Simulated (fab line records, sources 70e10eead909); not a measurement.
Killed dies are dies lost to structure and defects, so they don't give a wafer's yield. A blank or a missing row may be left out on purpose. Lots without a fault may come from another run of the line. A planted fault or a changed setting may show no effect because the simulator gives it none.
A struck lot beside a sound one | flow nand_harc | 14 steps out of a route of 1302
Sound: wafers L536.3, L536.4, L536.6. Struck: wafers L542.1, L542.3, L542.6. The cause comes at the end.
At each step with rows: each side's tool, then ch and its chambers, then its first start. Under that, the readings that differ: sound wafers | struck wafers | difference of the means | sigmas: that difference in standard deviations of wafers without a fault.
alike: readings whose means differ by less than 2 such deviations, and words and numbers that are the same on both sides. not compared: withheld readings, readings that some wafer has no value for, bounds like >300 that may hide the same value, and numbers for which the record gives no deviation and whose values overlap.
The two part at a step that has a row with sigmas, a row that says differs or no value, or rows on one side only. Numbers that don't overlap but have no deviation are shown without sigmas and don't part them. A reading that every wafer of one side lacks parts them only if that side has two wafers or more.

first, 1 step without rows for these wafers: NHARC_P_GATE_DEVELOP_90 (time 70 s).
NHARC_P_GATE_CD_MEAS_91: target cd 2000 nm.
  sound on cd_sem-01 ch 0, day 6 04:21; struck on cd_sem-03 ch 0, day 8 16:38
  alike: cd_nm
then, 1 step without rows for these wafers: NHARC_P_GATE_HARDBAKE_92 (time 80 s).
NHARC_P_GATE_DESCUM_93: chemistry O2, time 3 s.
  sound on rie_diel-02 ch 0,3, day 6 04:34; struck on rie_diel-01 ch 0,2,3, day 8 16:49
  reading                         | sound          | struck         | difference | sigmas
  showerhead_plenum_p_Torr (Torr) | 1.82 1.78 1.82 | 2.04 1.97 1.93 | +0.17      | +2
  alike: drypump_motor_current_A, oes_product_au, rf_vpp_V, throttle_valve_pct
  not compared: rf_hours_counter_h
then, 1 step without rows for these wafers: NHARC_P_GATE_IMPLANT_94.
NHARC_P_GATE_STRIP_113: strips in N2/H2, time 740 s.
  sound on plasma_asher-01 ch 0,1, day 6 05:11; struck on plasma_asher-01 ch 0,1, day 8 17:11
  alike: drypump_motor_current_A, heater_power_w
  not compared: rf_hours_counter_h
NHARC_P_GATE_STRIP_95: strips in O2.
  sound on plasma_asher-01 ch 0,1, day 6 05:41; struck on plasma_asher-01 ch 0,1, day 8 17:55
  alike: drypump_motor_current_A, heater_power_w
  not compared: rf_hours_counter_h
then, 1 step without rows for these wafers: NHARC_P_GATE_STRIP_96 (strips in SPM, time 900 s).
NHARC_P_GATE_RTA_64: time 1 s.
  sound on rtp_anneal-02 ch 0, day 6 06:17; struck on rtp_anneal-01 ch 0, day 8 18:28
  reading             | sound                | struck               | difference | sigmas
  lamp_power_pct (%)  | 39 39 39             | 33 33 33             | -6         | -2
  lamp_zone_5_pct (%) | 39 39 39             | 33 33 33             | -6         | -2
  wafer_temp_C_max    | 1054.8 1054.8 1053.6 | 1052.4 1051.4 1051.6 | -2.6       | -3
then, 1 step without rows for these wafers: NHARC_P_GATE_ETCH_77 (etches SiO2 in dHF, target depth 6 nm).
NHARC_P_GATE_DEGAS_109: time 60 s.
  sound on pvd_sputter-03, day 6 06:32; struck on pvd_sputter-02, day 8 18:47
  alike: heater_power_w
then, 1 step without rows for these wafers: NHARC_P_GATE_PRE_CLEAN_110 (time 30 s).
NHARC_P_GATE_SPUTTER_78: material Ni, target thk 10 nm.
  sound on pvd_sputter-03, day 6 06:38; struck on pvd_sputter-02, day 8 19:07
then, 1 step without rows for these wafers: NHARC_P_GATE_SPUTTER_79 (material TiN, target thk 10 nm).

WHERE THEY PART
First at NHARC_P_GATE_DESCUM_93; last, within this record, at NHARC_P_GATE_RTA_64. Later steps at which nothing parts them and some readings are alike: NHARC_P_GATE_DEGAS_109.

WHY: what the simulator had put in
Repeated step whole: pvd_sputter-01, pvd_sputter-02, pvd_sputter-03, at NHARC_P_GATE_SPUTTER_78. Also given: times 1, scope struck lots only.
